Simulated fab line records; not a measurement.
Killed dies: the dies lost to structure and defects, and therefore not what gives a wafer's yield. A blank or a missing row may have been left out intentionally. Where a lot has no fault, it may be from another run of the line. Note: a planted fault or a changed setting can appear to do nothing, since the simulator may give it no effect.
Which tool was responsible? + flow nand_harc + Sampling: 24 lots, 72 wafers, 2 of 1159 route steps

== WHAT EACH GAUGE READ, for each wafer ==
NHARC_A_START_INSPECT_01. Usual: raw_defect_count 3.5, standard deviation 1.8.
| lot  | measured     | on                | raw_defect_count | flag |
|------|--------------|-------------------|------------------|------|
| L075 | day 6 18:20  | defect_inspect-01 | 4 2 3            |      |
| L074 | day 7 00:08  | defect_inspect-02 | 5 6 3            |      |
| L076 | day 7 05:10  | defect_inspect-01 | 1 6 4            |      |
| L077 | day 7 05:41  | defect_inspect-02 | 3 5 0            |      |
| L079 | day 7 11:42  | defect_inspect-01 | 5 4 5            |      |
| L078 | day 7 12:37  | defect_inspect-01 | 3 3 6            |      |
| L080 | day 8 01:37  | defect_inspect-01 | 0 2 4            |      |
| L081 | day 8 15:55  | defect_inspect-02 | 3 3 3            |      |
| L082 | day 8 16:38  | defect_inspect-01 | 7 5 3            |      |
| L083 | day 8 17:53  | defect_inspect-02 | 2 2 2            |      |
| L084 | day 8 22:43  | defect_inspect-02 | 3 2 5            |      |
| L089 | day 9 19:53  | defect_inspect-01 | 4 4 4            |      |
| L086 | day 9 21:06  | defect_inspect-02 | 3 0 6            |      |
| L085 | day 9 22:29  | defect_inspect-02 | 4 4 3            |      |
| L088 | day 10 03:38 | defect_inspect-01 | 2 3 3            |      |
| L087 | day 10 03:43 | defect_inspect-02 | 3 2 5            |      |
| L090 | day 10 12:06 | defect_inspect-01 | 3 5 4            |      |
| L091 | day 10 17:04 | defect_inspect-01 | 3 9 4            |      |
| L092 | day 11 03:26 | defect_inspect-01 | 3 6 6            |      |
| L094 | day 11 03:35 | defect_inspect-02 | 4 1 3            |      |
| L093 | day 11 05:13 | defect_inspect-01 | 4 1 6            |      |
| L095 | day 11 17:25 | defect_inspect-01 | 1 5 4            |      |
| L096 | day 11 17:40 | defect_inspect-01 | 9 4 2            |      |
| L097 | day 12 10:10 | defect_inspect-02 | 3 3 3            |      |

== TOOL THAT RAN EACH LOT (tool first, then ch and the chambers of the sampled wafers, then the start) ==
| lot  | NHARC_P_BONDPAD_ETCH_24                       |
|------|-----------------------------------------------|
| L075 | rie_diel-08 ch 0,3, day 6 18:20 or earlier    |
| L074 | rie_diel-06 ch 0,1,2, day 6 21:36             |
| L076 | rie_diel-08 ch 0,2,3, day 7 05:10 or earlier  |
| L077 | rie_diel-08 ch 0,2,3, day 7 05:41 or earlier  |
| L079 | rie_diel-06 ch 0,1, day 7 11:42 or earlier    |
| L078 | rie_diel-06 ch 0,2,3, day 7 10:05             |
| L080 | rie_diel-01 ch 1,2,3, day 8 01:37 or earlier  |
| L081 | rie_diel-06 ch 1,2,3, day 8 15:55 or earlier  |
| L082 | rie_diel-06 ch 0,3, day 8 16:38 or earlier    |
| L083 | rie_diel-06 ch 1,3, day 8 17:53 or earlier    |
| L084 | rie_diel-06 ch 1,2,3, day 8 22:43 or earlier  |
| L089 | rie_diel-06 ch 1,3, day 9 19:53 or earlier    |
| L086 | rie_diel-08 ch 2,3, day 9 21:06 or earlier    |
| L085 | rie_diel-06 ch 1,2,3, day 9 22:29 or earlier  |
| L088 | rie_diel-08 ch 0,1, day 10 03:38 or earlier   |
| L087 | rie_diel-06 ch 0,3, day 10 03:43 or earlier   |
| L090 | rie_diel-06 ch 1,3, day 10 12:06 or earlier   |
| L091 | rie_diel-06 ch 1,2,3, day 10 17:04 or earlier |
| L092 | rie_diel-06 ch 0,2,3, day 11 00:29            |
| L094 | rie_diel-06 ch 0,2,3, day 11 01:04            |
| L093 | rie_diel-08 ch 1,2, day 11 05:13 or earlier   |
| L095 | rie_diel-06 ch 0,1,2, day 11 17:25 or earlier |
| L096 | rie_diel-08 ch 0,1,2, day 11 17:40 or earlier |
| L097 | rie_diel-06 ch 0,3, day 12 10:10 or earlier   |
- NHARC_P_BONDPAD_ETCH_24: etches the open film in CF4/N2, target depth 30 nm, time 72.99 s.

== WHAT THE TOOLS THEMSELVES READ (means of the sampled wafers that have a number; where no wafer has one, the mark that the record gives instead) ==
NHARC_P_BONDPAD_ETCH_24. Usual: bias_w 100.0 W, standard deviation 0.32; drypump_motor_current_A 5.8 A, standard deviation 0.59; oes_product_au 1.008 a.u., standard deviation 0.014; rf_vpp_V 313.7 V, standard deviation 1.9; showerhead_plenum_p_Torr 2.60 Torr, standard deviation 0.11; throttle_valve_pct 19.794 %, standard deviation 0.0097.
| lot  | tool        | bias_w (W) | drypump_motor_current_A (A) | oes_product_au (a.u.) | rf_vpp_V (V) | showerhead_plenum_p_Torr (Torr) | throttle_valve_pct (%) | flag |
|------|-------------|------------|-----------------------------|-----------------------|--------------|---------------------------------|------------------------|------|
| L075 | rie_diel-08 | 99.8       | 6.4                         | 1.030                 | 313.1        | 2.57                            | 19.789                 |      |
| L074 | rie_diel-06 | 99.9       | 5.7                         | 1.004                 | 312.1        | 2.56                            | 19.807                 |      |
| L076 | rie_diel-08 | 100.1      | 6.3                         | 1.019                 | 313.8        | 2.62                            | 19.794                 |      |
| L077 | rie_diel-08 | 99.7       | 6.3                         | 1.021                 | 314.4        | 2.62                            | 19.803                 |      |
| L079 | rie_diel-06 | 99.9       | 5.2                         | 1.010                 | 313.3        | 2.56                            | 19.790                 |      |
| L078 | rie_diel-06 | 99.5       | 5.6                         | 1.008                 | 313.1        | 2.57                            | 19.798                 |      |
| L080 | rie_diel-01 | 100.0      | 5.5                         | 0.985                 | 316.1        | 2.80                            | 19.790                 |      |
| L081 | rie_diel-06 | 100.0      | 5.8                         | 1.009                 | 314.7        | 2.64                            | 19.784                 |      |
| L082 | rie_diel-06 | 100.0      | 5.1                         | 1.009                 | 313.7        | 2.66                            | 19.788                 |      |
| L083 | rie_diel-06 | 100.5      | 5.4                         | 0.994                 | 315.0        | 2.73                            | 19.794                 |      |
| L084 | rie_diel-06 | 99.7       | 5.8                         | 1.002                 | 315.4        | 2.64                            | 19.793                 |      |
| L089 | rie_diel-06 | 100.2      | 5.5                         | 0.983                 | 315.5        | 2.71                            | 19.801                 |      |
| L086 | rie_diel-08 | 99.7       | 6.4                         | 1.025                 | 314.0        | 2.57                            | 19.802                 |      |
| L085 | rie_diel-06 | 100.3      | 5.8                         | 1.001                 | 314.9        | 2.64                            | 19.785                 |      |
| L088 | rie_diel-08 | 99.8       | 6.2                         | 1.015                 | 313.9        | 2.61                            | 19.806                 |      |
| L087 | rie_diel-06 | 100.0      | 5.1                         | 1.013                 | 315.7        | 2.66                            | 19.792                 |      |
| L090 | rie_diel-06 | 99.8       | 5.5                         | 0.989                 | 315.9        | 2.71                            | 19.797                 |      |
| L091 | rie_diel-06 | 99.9       | 5.8                         | 0.995                 | 313.4        | 2.63                            | 19.793                 |      |
| L092 | rie_diel-06 | 99.8       | 5.6                         | 1.011                 | 313.6        | 2.56                            | 19.798                 |      |
| L094 | rie_diel-06 | 100.0      | 5.6                         | 1.011                 | 313.0        | 2.56                            | 19.796                 |      |
| L093 | rie_diel-08 | 100.2      | 6.1                         | 1.006                 | 314.1        | 2.59                            | 19.789                 |      |
| L095 | rie_diel-06 | 99.7       | 5.7                         | 1.013                 | 312.4        | 2.55                            | 19.788                 |      |
| L096 | rie_diel-08 | 99.7       | 6.2                         | 1.011                 | 314.0        | 2.62                            | 19.792                 |      |
| L097 | rie_diel-06 | 99.9       | 5.1                         | 0.996                 | 313.4        | 2.57                            | 19.791                 |      |

== THE ANSWER, worked out from the rows above alone ==
Rule: a lot counts as off when the mean over its wafers that have a number is more than 3 standard deviations away from the usual mean. A lot without any number at a reading at which 4 lots or more have one is off too. The other lots that the step has rows for count as sound. The gauges are gone through in route order, then the tools' own readings, and for those a lot's mean is taken as printed above. The first step at which some lot is off is used, and at that step the reading that is off furthest; a lot without a number counts as furthest.
None of the lots is off at any reading shown; this tells nothing.

== WHAT THE SIMULATOR PUT IN ==
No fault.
